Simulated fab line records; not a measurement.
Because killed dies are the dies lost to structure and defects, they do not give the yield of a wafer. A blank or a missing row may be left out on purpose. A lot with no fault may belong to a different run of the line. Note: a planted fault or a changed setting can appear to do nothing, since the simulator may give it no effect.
Which tool did it?    flow nand harc    route of 1159 steps, sampled at 1 step: 6 lots, 18 wafers

## WHAT THE GAUGES SHOWED, per wafer
NHARC_A_CHANNEL_HOLE_D1_OVL_MEAS_11.
lot   measured      on          overlay x nm (nm)
L118  day 9 14:17   overlay-01  0.5 0.0 0.9
L123  day 10 11:58  overlay-02  0.4 -0.4 1.1
L125  day 11 13:43  overlay-02  -0.2 0.0 -0.8
L133  day 12 19:03  overlay-01  1.4 0.8 0.8
L134  day 13 10:10  overlay-01  0.6 0.2 0.7
L137  day 14 01:14  overlay-02  -0.8 -1.1 -0.6

## TOOL THAT RAN EACH LOT (tool first, then ch and the chambers of the sampled wafers, then the start)
The record holds no process step before these readings.

## THE ANSWER, worked out from the rows above alone
Rule: the usual values come from the lots themselves. The widest of any qualifying gaps counts: lots, ordered by their means at a reading, are off when they make up no more than a third of the lots, leave a main group of 4 or more, and stand apart from it by 3 or more times the standard deviation of that group's means. Not used: any main group whose means are identical at the precision the tables above print for the reading. A lot without any number at a reading at which 4 lots or more have one is off too. Any other lot the step has rows for is counted as sound.
No lot is off on any of the readings shown, so nothing can be concluded from this.

## WHAT THE SIMULATOR PUT IN
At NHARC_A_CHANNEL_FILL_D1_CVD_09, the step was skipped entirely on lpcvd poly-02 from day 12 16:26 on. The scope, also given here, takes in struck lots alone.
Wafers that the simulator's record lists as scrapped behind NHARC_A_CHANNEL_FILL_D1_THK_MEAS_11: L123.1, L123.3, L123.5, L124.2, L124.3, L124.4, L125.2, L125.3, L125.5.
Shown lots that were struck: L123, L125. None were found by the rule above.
